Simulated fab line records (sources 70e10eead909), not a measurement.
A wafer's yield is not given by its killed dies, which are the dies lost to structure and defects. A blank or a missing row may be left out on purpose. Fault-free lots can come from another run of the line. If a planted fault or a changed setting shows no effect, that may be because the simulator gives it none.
Which tool is to blame? / flow nand harc / 36 wafers from 12 lots sampled at 6 of the route's 1159 steps

## WHAT EACH GAUGE READ, for each wafer
NHARC_A_SGD_CUT_OVL_MEAS_10. Usual: overlay x nm 0.0 nm, standard deviation 0.83; overlay y nm 0.1 nm, standard deviation 0.8.
lot=L158; measured=day 14 09:20; on=overlay-02; overlay x nm (nm)=1.8 2.0 1.9; overlay y nm (nm)=0.3 0.0 0.5; flag=
lot=L160; measured=day 14 09:11; on=overlay-02; overlay x nm (nm)=-0.3 0.4 0.8; overlay y nm (nm)=-0.7 0.3 -0.3; flag=
lot=L161; measured=day 14 11:37; on=overlay-01; overlay x nm (nm)=0.3 0.9 -0.1; overlay y nm (nm)=0.9 0.8 0.5; flag=
lot=L159; measured=day 14 13:48; on=overlay-02; overlay x nm (nm)=-1.0 -1.2 -1.1; overlay y nm (nm)=0.1 0.6 0.3; flag=
lot=L162; measured=day 14 13:59; on=overlay-02; overlay x nm (nm)=-0.1 -0.8 -0.5; overlay y nm (nm)=0.8 -0.1 0.7; flag=
lot=L166; measured=day 16 01:45; on=overlay-01; overlay x nm (nm)=6.2 6.8 6.1 5.6 6.2 5.5; overlay y nm (nm)=-0.2 -0.1 -0.3 0.1 -0.4 -0.2; flag=OFF
lot=L171; measured=day 16 23:29; on=overlay-02; overlay x nm (nm)=5.5 5.4 5.2 5.5 5.1 4.9; overlay y nm (nm)=-0.2 -0.4 0.0 -0.3 -0.1 -0.2; flag=OFF
lot=L169; measured=day 17 04:03; on=overlay-01; overlay x nm (nm)=6.1 5.7 5.8 6.0 5.7 6.4; overlay y nm (nm)=-0.9 -0.7 -0.1 -0.2 -0.4 -0.8; flag=OFF
lot=L174; measured=day 17 17:29; on=overlay-02; overlay x nm (nm)=1.0 0.2 0.7; overlay y nm (nm)=0.7 0.3 -0.1; flag=
lot=L176; measured=day 18 10:56; on=overlay-02; overlay x nm (nm)=0.4 0.5 0.0; overlay y nm (nm)=-0.6 -0.7 -0.5; flag=
lot=L179; measured=day 18 23:42; on=overlay-02; overlay x nm (nm)=0.1 -0.7 -0.6; overlay y nm (nm)=2.2 2.0 1.9; flag=
lot=L178; measured=day 19 00:00; on=overlay-02; overlay x nm (nm)=-1.2 -1.2 -1.6; overlay y nm (nm)=-1.2 -0.8 -0.7; flag=

NHARC_END_SORT_01. Usual: killed at array 29, standard deviation 10; killed at other 0.7, standard deviation 1; killed at periphery 3.7, standard deviation 2.6; killed dies 33, standard deviation 10; killed open 3.4, standard deviation 1.8; killed short 1.8, standard deviation 1.3.
lot=L169; measured=day 23 03:48; on=prober-01; killed at array=41 41 32; killed at other=0 1 0; killed at periphery=2 3 7; killed dies=43 45 39; killed open=4 3 3; killed short=3 0 1; flag=

## WHAT TOOL EACH LOT RAN ON (gives the tool, then ch and the chambers of the sampled wafers, and finally the start)
lot=L158; NHARC_A_STAIRCASE_DEP_325=pecvd-02 ch 0,2, day 13 18:22; NHARC_A_STAIRCASE_CMP_472=cmp-04 ch 0,2,3, day 14 08:02; NHARC_A_SGD_CUT_EXPOSE_06=arfi scanner-02 ch 0, day 14 09:07; NHARC_A_SGD_CUT_ETCHBACK_24=rie diel-06 ch 2,3, day 14 17:02
lot=L160; NHARC_A_STAIRCASE_DEP_325=pecvd-03 ch 0,2, day 13 18:35; NHARC_A_STAIRCASE_CMP_472=cmp-03 ch 0,1, day 14 08:00; NHARC_A_SGD_CUT_EXPOSE_06=arfi scanner-01 ch 0, day 14 08:58; NHARC_A_SGD_CUT_ETCHBACK_24=rie diel-13 ch 0,1,3, day 14 16:55
lot=L161; NHARC_A_STAIRCASE_DEP_325=pecvd-02 ch 0,2, day 13 19:02; NHARC_A_STAIRCASE_CMP_472=cmp-04 ch 1,2,3, day 14 10:26; NHARC_A_SGD_CUT_EXPOSE_06=arfi scanner-03 ch 0, day 14 11:24; NHARC_A_SGD_CUT_ETCHBACK_24=rie diel-13 ch 0,2, day 14 17:04
lot=L159; NHARC_A_STAIRCASE_DEP_325=pecvd-02 ch 0,1,2, day 13 23:32; NHARC_A_STAIRCASE_CMP_472=cmp-03 ch 0,1,3, day 14 12:37; NHARC_A_SGD_CUT_EXPOSE_06=arfi scanner-01 ch 0, day 14 13:35; NHARC_A_SGD_CUT_ETCHBACK_24=rie diel-06 ch 0,1,2, day 14 20:04
lot=L162; NHARC_A_STAIRCASE_DEP_325=pecvd-03 ch 0,1,2, day 13 23:49; NHARC_A_STAIRCASE_CMP_472=cmp-01 ch 1,2,3, day 14 12:49; NHARC_A_SGD_CUT_EXPOSE_06=arfi scanner-02 ch 0, day 14 13:46; NHARC_A_SGD_CUT_ETCHBACK_24=rie diel-13 ch 1,2,3, day 14 20:07
lot=L166; NHARC_A_STAIRCASE_DEP_325=pecvd-04 ch 0,1, day 15 11:42; NHARC_A_STAIRCASE_CMP_472=cmp-03 ch 1,2, day 16 00:33; NHARC_A_SGD_CUT_EXPOSE_06=arfi scanner-02 ch 0, day 16 01:31; NHARC_A_SGD_CUT_ETCHBACK_24=rie diel-03 ch 0,1,3, day 16 08:55
lot=L171; NHARC_A_STAIRCASE_DEP_325=pecvd-02 ch 0,1,2, day 16 08:17; NHARC_A_STAIRCASE_CMP_472=cmp-04 ch 0,3, day 16 22:18; NHARC_A_SGD_CUT_EXPOSE_06=arfi scanner-02 ch 0, day 16 23:16; NHARC_A_SGD_CUT_ETCHBACK_24=rie diel-13 ch 0,1, day 17 08:48
lot=L169; NHARC_A_STAIRCASE_DEP_325=pecvd-02 ch 0,1, day 16 14:08; NHARC_A_STAIRCASE_CMP_472=cmp-04 ch 2,3, day 17 02:48; NHARC_A_SGD_CUT_EXPOSE_06=arfi scanner-02 ch 0, day 17 03:49; NHARC_A_SGD_CUT_ETCHBACK_24=rie diel-06 ch 0,1, day 17 16:56
lot=L174; NHARC_A_STAIRCASE_DEP_325=pecvd-02 ch 0,2, day 17 02:03; NHARC_A_STAIRCASE_CMP_472=cmp-03 ch 0,1,2, day 17 16:14; NHARC_A_SGD_CUT_EXPOSE_06=arfi scanner-01 ch 0, day 17 17:15; NHARC_A_SGD_CUT_ETCHBACK_24=rie diel-03 ch 0,2,3, day 18 01:29
lot=L176; NHARC_A_STAIRCASE_DEP_325=pecvd-03 ch 0,2, day 17 20:55; NHARC_A_STAIRCASE_CMP_472=cmp-01 ch 1,3, day 18 09:43; NHARC_A_SGD_CUT_EXPOSE_06=arfi scanner-01 ch 0, day 18 10:43; NHARC_A_SGD_CUT_ETCHBACK_24=rie diel-13 ch 0,2,3, day 18 21:31
lot=L179; NHARC_A_STAIRCASE_DEP_325=pecvd-03 ch 0,1,2, day 18 06:49; NHARC_A_STAIRCASE_CMP_472=cmp-04 ch 0,2,3, day 18 22:20; NHARC_A_SGD_CUT_EXPOSE_06=arfi scanner-03 ch 0, day 18 23:29; NHARC_A_SGD_CUT_ETCHBACK_24=rie diel-06 ch 0,2,3, day 19 06:31
lot=L178; NHARC_A_STAIRCASE_DEP_325=pecvd-02 ch 0,1,2, day 18 07:01; NHARC_A_STAIRCASE_CMP_472=cmp-03 ch 0,1,2, day 18 22:49; NHARC_A_SGD_CUT_EXPOSE_06=arfi scanner-01 ch 0, day 18 23:46; NHARC_A_SGD_CUT_ETCHBACK_24=rie diel-13 ch 0,1, day 19 06:35
- NHARC_A_STAIRCASE_DEP_325: deposits SiO2, target thk 3800 nm.
- NHARC_A_STAIRCASE_CMP_472: polishes SiO2.
- NHARC_A_SGD_CUT_EXPOSE_06: exposes mask SGD.
- NHARC_A_SGD_CUT_ETCHBACK_24: etches the open film in CH3F/O2, target depth 50 nm, time 92.857 s.

## WHAT THE TOOLS THEMSELVES READ (means of the sampled wafers that have a number; where no wafer has one, the mark that the record gives instead)
NHARC_A_STAIRCASE_DEP_325. Usual: heater power w reads 632 W (standard deviation 95).
lot=L158; tool=pecvd-02; heater power w (W)=628; flag=
lot=L160; tool=pecvd-03; heater power w (W)=615; flag=
lot=L161; tool=pecvd-02; heater power w (W)=613; flag=
lot=L159; tool=pecvd-02; heater power w (W)=670; flag=
lot=L162; tool=pecvd-03; heater power w (W)=560; flag=
lot=L166; tool=pecvd-04; heater power w (W)=615; flag=
lot=L171; tool=pecvd-02; heater power w (W)=652; flag=
lot=L169; tool=pecvd-02; heater power w (W)=678; flag=
lot=L174; tool=pecvd-02; heater power w (W)=591; flag=
lot=L176; tool=pecvd-03; heater power w (W)=634; flag=
lot=L179; tool=pecvd-03; heater power w (W)=614; flag=
lot=L178; tool=pecvd-02; heater power w (W)=615; flag=

NHARC_A_STAIRCASE_CMP_472. Usual: edge zone pressure frac 1.000, standard deviation 0.0045; motor current A 12.1 A, standard deviation 1.4.
lot=L158; tool=cmp-04; edge zone pressure frac=0.995; motor current A (A)=13.0; flag=
lot=L160; tool=cmp-03; edge zone pressure frac=1.001; motor current A (A)=11.5; flag=
lot=L161; tool=cmp-04; edge zone pressure frac=1.000; motor current A (A)=12.7; flag=
lot=L159; tool=cmp-03; edge zone pressure frac=1.003; motor current A (A)=12.7; flag=
lot=L162; tool=cmp-01; edge zone pressure frac=1.002; motor current A (A)=11.0; flag=
lot=L166; tool=cmp-03; edge zone pressure frac=0.994; motor current A (A)=11.9; flag=
lot=L171; tool=cmp-04; edge zone pressure frac=1.002; motor current A (A)=12.1; flag=
lot=L169; tool=cmp-04; edge zone pressure frac=1.000; motor current A (A)=13.3; flag=
lot=L174; tool=cmp-03; edge zone pressure frac=1.002; motor current A (A)=11.5; flag=
lot=L176; tool=cmp-01; edge zone pressure frac=1.003; motor current A (A)=11.1; flag=
lot=L179; tool=cmp-04; edge zone pressure frac=0.997; motor current A (A)=12.2; flag=
lot=L178; tool=cmp-03; edge zone pressure frac=0.999; motor current A (A)=11.5; flag=

NHARC_A_SGD_CUT_ETCHBACK_24. Usual: chamber pressure mTorr 24.996 mTorr, standard deviation 0.023; drypump motor current A 5.9 A, standard deviation 0.36; oes product au 0.96 a.u., standard deviation 0.035; rf vpp V 244.2 V, standard deviation 1.8; showerhead plenum p Torr 2.45 Torr, standard deviation 0.12; throttle valve pct 20.664 %, standard deviation 0.0099.
lot=L158; tool=rie diel-06; chamber pressure mTorr (mTorr)=25.023; drypump motor current A (A)=5.7; oes product au (a.u.)=0.92; rf vpp V (V)=244.3; showerhead plenum p Torr (Torr)=2.48; throttle valve pct (%)=20.672; flag=
lot=L160; tool=rie diel-13; chamber pressure mTorr (mTorr)=25.015; drypump motor current A (A)=6.0; oes product au (a.u.)=0.92; rf vpp V (V)=243.8; showerhead plenum p Torr (Torr)=2.44; throttle valve pct (%)=20.659; flag=
lot=L161; tool=rie diel-13; chamber pressure mTorr (mTorr)=24.988; drypump motor current A (A)=6.1; oes product au (a.u.)=0.98; rf vpp V (V)=241.2; showerhead plenum p Torr (Torr)=2.29; throttle valve pct (%)=20.661; flag=
lot=L159; tool=rie diel-06; chamber pressure mTorr (mTorr)=24.989; drypump motor current A (A)=5.9; oes product au (a.u.)=0.92; rf vpp V (V)=244.5; showerhead plenum p Torr (Torr)=2.53; throttle valve pct (%)=20.657; flag=
lot=L162; tool=rie diel-13; chamber pressure mTorr (mTorr)=24.999; drypump motor current A (A)=6.2; oes product au (a.u.)=1.00; rf vpp V (V)=244.0; showerhead plenum p Torr (Torr)=2.45; throttle valve pct (%)=20.663; flag=
lot=L166; tool=rie diel-03; chamber pressure mTorr (mTorr)=24.979; drypump motor current A (A)=5.5; oes product au (a.u.)=1.00; rf vpp V (V)=244.5; showerhead plenum p Torr (Torr)=2.47; throttle valve pct (%)=20.671; flag=
lot=L171; tool=rie diel-13; chamber pressure mTorr (mTorr)=24.980; drypump motor current A (A)=6.1; oes product au (a.u.)=1.00; rf vpp V (V)=244.9; showerhead plenum p Torr (Torr)=2.40; throttle valve pct (%)=20.676; flag=
lot=L169; tool=rie diel-06; chamber pressure mTorr (mTorr)=25.004; drypump motor current A (A)=6.1; oes product au (a.u.)=1.00; rf vpp V (V)=244.2; showerhead plenum p Torr (Torr)=2.43; throttle valve pct (%)=20.675; flag=
lot=L174; tool=rie diel-03; chamber pressure mTorr (mTorr)=24.981; drypump motor current A (A)=5.7; oes product au (a.u.)=0.92; rf vpp V (V)=245.3; showerhead plenum p Torr (Torr)=2.49; throttle valve pct (%)=20.658; flag=
lot=L176; tool=rie diel-13; chamber pressure mTorr (mTorr)=25.002; drypump motor current A (A)=6.1; oes product au (a.u.)=1.00; rf vpp V (V)=242.5; showerhead plenum p Torr (Torr)=2.33; throttle valve pct (%)=20.657; flag=
lot=L179; tool=rie diel-06; chamber pressure mTorr (mTorr)=24.979; drypump motor current A (A)=5.8; oes product au (a.u.)=0.94; rf vpp V (V)=246.6; showerhead plenum p Torr (Torr)=2.54; throttle valve pct (%)=20.666; flag=
lot=L178; tool=rie diel-13; chamber pressure mTorr (mTorr)=24.981; drypump motor current A (A)=6.1; oes product au (a.u.)=0.93; rf vpp V (V)=244.7; showerhead plenum p Torr (Torr)=2.51; throttle valve pct (%)=20.658; flag=

## THE ANSWER, worked out from the rows above alone
Rule: a lot is off if the mean of its wafers that have a number lies more than 3 standard deviations from the usual mean. A lot without any number at a reading at which 4 lots or more have one is off too. Where the step has rows for the other lots, those lots are counted as sound. First the gauges in route order, then the tools' own readings, where a lot's mean is used as printed above. The first step at which some lot is off is used, and at that step the reading that is off furthest; a lot without a number counts as furthest.
Off, at NHARC_A_SGD_CUT_OVL_MEAS_10 on overlay x nm: L166, L171, L169.
A tool fits if, at a process step before that reading, it ran every lot that is off, and no sound lot after the first of them. Those tools and the gauges at NHARC_A_SGD_CUT_OVL_MEAS_10 are tried in the same way. One candidate fits, namely arfi scanner-02 at NHARC_A_SGD_CUT_EXPOSE_06. Its last sound lot is L162 (day 14 13:46), its first lot that is off L166 (day 16 01:31): a fault that began between those two fits.

## WHAT THE SIMULATOR HAD INSERTED
Scanner matching overlay: arfi scanner-02, from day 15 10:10 on, at NHARC_A_SGD_CUT_EXPOSE_06. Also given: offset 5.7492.
Shown lots that were struck: L166, L171, L169. The rule above found the same.
